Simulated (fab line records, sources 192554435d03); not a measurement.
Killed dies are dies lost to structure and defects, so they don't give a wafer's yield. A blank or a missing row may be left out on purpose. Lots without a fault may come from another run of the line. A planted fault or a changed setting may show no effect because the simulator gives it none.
Problem report in the 8D (eight disciplines) form, filled by code | flow n5_finfet | the parts of the form that need people (team, actions taken, sign-off) are left out

1. THE PROBLEM
cd_nm at N5_BEOL_M14_CD_MEAS_10 reads a mean of 236.6 nm on 4 wafers of 2 lots; wafers without a fault read 249.0 nm with a standard deviation of 1.8. That is -6.9 standard deviations from the usual mean.
The step: target cd 250 nm.
First seen on wafer L750.2, day 11 04:15, on cd_sem-01. The record holds 22 wafers of 8 lots with a number at this step. Rule for "out", or "out of limits": more than 4 standard deviations from the usual mean. The other wafers with a number count as sound.

2. WHAT IT IS AND WHAT IT IS NOT
question                    | is                     | is not
which readings at this step | cd_nm                  | -
which lots                  | L750, L755             | L749, L763, L764, L767, L768, L770
which wafers of those lots  | all that have a number | -
read on which gauges        | cd_sem-01, cd_sem-02   | cd_sem-03
when                        | from day 11 04:15      | up to then (3 sound wafers); but 15 sound wafers of L763, L764, L767, L768, L770 came after

3. SUSPECTS, AND WHAT RULES EACH OUT
Counting: a tool at a process step up to the reading stays a suspect if it ran every lot that is out and no sound lot after the first of them.
- the gauge at N5_BEOL_M14_CD_MEAS_10: ruled out. The wafers that are out were read on 2 gauges (cd_sem-01, cd_sem-02).
- krf_scanner-01 at N5_BEOL_M14_EXPOSE_07 (exposes mask V13): kept. It ran every lot that is out, first L750 (day 11 04:05), and no sound lot after that; its last sound lot up to then is L749 (day 10 20:47). Its own readings are out on those wafers: exposure_dose_mJ_cm2.
Left after counting: krf_scanner-01 at N5_BEOL_M14_EXPOSE_07.

4. THE CAUSE (what the simulator had put in)
Process parameter drift: krf_scanner-01, from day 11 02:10 on, at N5_BEOL_M14_EXPOSE_07. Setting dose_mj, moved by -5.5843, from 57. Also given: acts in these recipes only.
Counting left only this tool.

5. THE CHAIN OF EFFECTS, in route order
Each row: a reading whose mean over the struck wafers that have a number lies more than 3 standard deviations from the usual. Only readings for which the record gives a usual standard deviation are gone through. hours: the time from each lot's start at the first step in this table that gives one to its start at this step, as a median over the lots. sigmas: the change in usual standard deviations.
hours | step                   | reading              | usual    | on struck wafers | change | sigmas
0     | N5_BEOL_M14_EXPOSE_07  | exposure_dose_mJ_cm2 | 56.99    | 52.38            | -4.61  | -98
0     | N5_BEOL_M14_CD_MEAS_10 | cd_nm                | 249.0 nm | 236.6            | -12.4  | -6.9
The process steps in it:
- N5_BEOL_M14_EXPOSE_07: exposes mask V13.

6. WHAT WOULD HAVE CAUGHT IT SOONER
In this record the first reading out of limits at a measuring or inspecting step was taken at day 11 04:15, 2 hours after the fault began at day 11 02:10.
The tool's own readings at N5_BEOL_M14_EXPOSE_07 were out on every struck wafer that the step has a row for (exposure_dose_mJ_cm2): an alarm limit on them would have fired on the first of those.
Of the lots that are out (2), L755 began N5_BEOL_M14_EXPOSE_07 on krf_scanner-01 after day 11 04:15. A hold on the tool at that time would have spared it.
